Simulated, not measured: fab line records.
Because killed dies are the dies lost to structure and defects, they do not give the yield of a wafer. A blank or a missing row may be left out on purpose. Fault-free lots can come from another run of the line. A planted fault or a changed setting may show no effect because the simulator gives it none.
Struck lot and sound lot, side by side | flow nand-harc | 40 steps out of a route of 1159
Sound: wafers L985.1, L985.4, L985.5. Struck: wafer L996.5; the same lot's L996.2 was not struck, so it is left out; see the end for the cause.
Each step with rows lists, per side, the tool, then ch with its chambers, then its first start. Under that, the readings that differ: sound wafers | struck wafers | difference of the means | sigmas: that difference in standard deviations of wafers without a fault.
alike: a reading whose means differ by less than 2 such deviations, as well as words and numbers matching on both sides. not compared: withheld readings; readings where some wafer has no value; bounds like >300 that might hide an equal value; numbers whose values overlap and for which the record gives no deviation.
A row with sigmas, a row that says differs or no value, or rows on one side alone: a step with any of these is where the two part. When numbers do not overlap yet have no deviation, they are printed without sigmas and do not part them. A reading missing from all wafers of one side parts the sides only when that side holds two or more wafers.

first, 7 steps without rows for these wafers: NHARC_A_STAIRCASE_SRD_154; NHARC_A_STAIRCASE_ETCH_403 (etches SiO2 in dHF, target depth 108.2 nm); NHARC_A_STAIRCASE_ETCHBACK_422 (etches the open film in CH3F/O2, target depth 40 nm, time 74.286 s); NHARC_A_STAIRCASE_ETCH_423 (etches SiO2 in dHF, target depth 30 nm); NHARC_A_STAIRCASE_ETCHBACK_157 (etches the open film in CH3F/O2, target depth 90 nm, time 167.14 s); NHARC_A_STAIRCASE_STRIP_475 (strips in O2, time 20 s); NHARC_A_STAIRCASE_DEP_471 (deposits SiO2, target thk 100 nm).
NHARC_A_STAIRCASE_CMP_472: polishes SiO2.
  sound on cmp-03 ch 0,2, day 14 10:40; struck on cmp-02 ch 2, day 16 15:19
  alike: motor-current-A
after that, 1 step had no rows for these wafers: NHARC_A_STAIRCASE_SRD_474.
NHARC_A_STAIRCASE_INSPECT_155:
  struck on defect-inspect-01, day 16 15:38; sound on defect-inspect-02, day 14 10:59
  alike: raw-defect-count
NHARC_A_SGD_CUT_DEP_00: deposits SiNx, target thk 50 nm.
  sound on pecvd-04 ch 0,1, day 14 11:05; struck on pecvd-04 ch 1, day 16 15:44
  reading            | sound       | struck | difference | sigmas
  heater-power-w (W) | 752 647 736 | 556    | -156       | -2
then, 10 steps without rows for these wafers: NHARC_A_SGD_CUT_DEHYDRATE_01 (time 120 s); NHARC_A_SGD_CUT_HMDS_02 (time 30 s); NHARC_A_SGD_CUT_COAT_56 (time 75 s); NHARC_A_SGD_CUT_COAT_57 (time 65 s); NHARC_A_SGD_CUT_COAT_03 (resist thk 90 nm); NHARC_A_SGD_CUT_SOFTBAKE_04 (time 55 s); NHARC_A_SGD_CUT_EBR_05; NHARC_A_SGD_CUT_EXPOSE_06 (exposes mask SGD); NHARC_A_SGD_CUT_PEB_07 (peb time 65 s); NHARC_A_SGD_CUT_DEVELOP_08 (develop time 35 s).
NHARC_A_SGD_CUT_CD_MEAS_09: the cd target is 100 nm.
  sound on cd-sem-03 ch 0, day 14 11:51; struck on cd-sem-01 ch 0, day 16 16:19
  alike: cd-nm
NHARC_A_SGD_CUT_OVL_MEAS_10:
  struck on overlay-02, day 16 16:25; sound on overlay-02, day 14 11:58
  alike: overlay-x-nm, overlay-y-nm
NHARC_A_SGD_CUT_INSPECT_11:
  struck on defect-inspect-01, day 16 16:27; sound on defect-inspect-02, day 14 11:59
  reading          | sound    | struck | difference | sigmas
  raw-defect-count | 41 28 33 | 7      | -27        | -2
NHARC_A_SGD_CUT_DESCUM_14: chemistry O2, time 3 s.
  sound on rie-diel-05 ch 1,2, day 14 12:03; struck on rie-diel-08 ch 1, day 16 16:31
  reading      | sound          | struck | difference | sigmas
  rf-vpp-V (V) | 57.4 55.9 57.4 | 59.2   | +2.3       | +3
  alike: drypump-motor-current-A, oes-product-au, showerhead-plenum-p-Torr, throttle-valve-pct
  not compared: rf-hours-counter-h
NHARC_A_SGD_CUT_ETCH_58: etches the open film in CF4, target depth 39 nm, time 65 s.
  sound on rie-diel-05 ch 0,1, day 14 12:08; struck on rie-diel-08 ch 1, day 16 16:37
  alike: cf4-flow-sccm, drypump-motor-current-A, oes-product-au, rf-vpp-V, showerhead-plenum-p-Torr, throttle-valve-pct
  not compared: rf-hours-counter-h
NHARC_A_SGD_CUT_ETCH_59: etches the open film in N2/H2, target depth 260 nm, time 406.25 s.
  sound on rie-diel-05 ch 1,3; struck on rie-diel-08 ch 1
  alike: drypump-motor-current-A, oes-product-au, rf-vpp-V, showerhead-plenum-p-Torr, throttle-valve-pct
  not compared: rf-hours-counter-h
then, 8 steps without rows for these wafers: NHARC_A_SGD_CUT_ETCH_15 (etches the open film in CH3F/O2, target depth 75 nm, time 64.3 s); NHARC_A_SGD_CUT_ETCH_16 (etches the open film in C4F8/O2/Ar, target depth 310.5 nm, time 155.2 s); NHARC_A_SGD_CUT_STRIP_60 (strips in C4F8/O2/Ar); NHARC_A_SGD_CUT_STRIP_17 (strips in O2); NHARC_A_SGD_CUT_PRECLEAN_18 (cleans in SC1); NHARC_A_SGD_CUT_SRD_19; NHARC_A_SGD_CUT_DEP_20 (deposits SiO2, target thk 150 nm); NHARC_A_SGD_CUT_ANNEAL_27 (time 1800 s).
NHARC_A_SGD_CUT_CMP_21: polishes, target thk 148.19 nm.
  sound on cmp-02 ch 0,1, day 14 20:17; struck on cmp-04 ch 1, day 16 22:02
  alike: motor-current-A, time-to-endpoint-s
then, 3 steps without rows for these wafers: NHARC_A_SGD_CUT_SRD_23; NHARC_A_SGD_CUT_ETCH_26 (etches SiO2 in dHF, target depth 45.8 nm); NHARC_A_SGD_CUT_ETCHBACK_24 (etches the open film in CH3F/O2, target depth 50 nm, time 92.857 s).
-- break in the record here, with 9 days between the starts of the struck wafers on either side (left off in module A_SGD_CUT, picked up again in module END, where the first step shown is number 1159 on the route) --
NHARC_END_SORT_01:
  sound on prober-01 ch 0, day 21 11:49; struck on prober-01 ch 0, day 25 20:49
  reading         | sound    | struck                   | difference                   | sigmas
  hold            | - - -    | await-dispo/4.6h/release | no value on the sound wafers |
  killed-at-array | 40 36 35 | 674                      | +637                         | +58
  killed-dies     | 44 41 40 | 677                      | +635                         | +58
  alike: killed-at-other, killed-at-periphery, killed-open, killed-short

WHERE THEY PART
At NHARC_A_SGD_CUT_DEP_00 first; at NHARC_END_SORT_01 last (within this record only).

WHY: what the simulator had put in
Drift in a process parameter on pecvd-04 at NHARC_A_SGD_CUT_DEP_00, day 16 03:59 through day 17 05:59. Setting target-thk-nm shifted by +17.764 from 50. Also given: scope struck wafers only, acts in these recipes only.
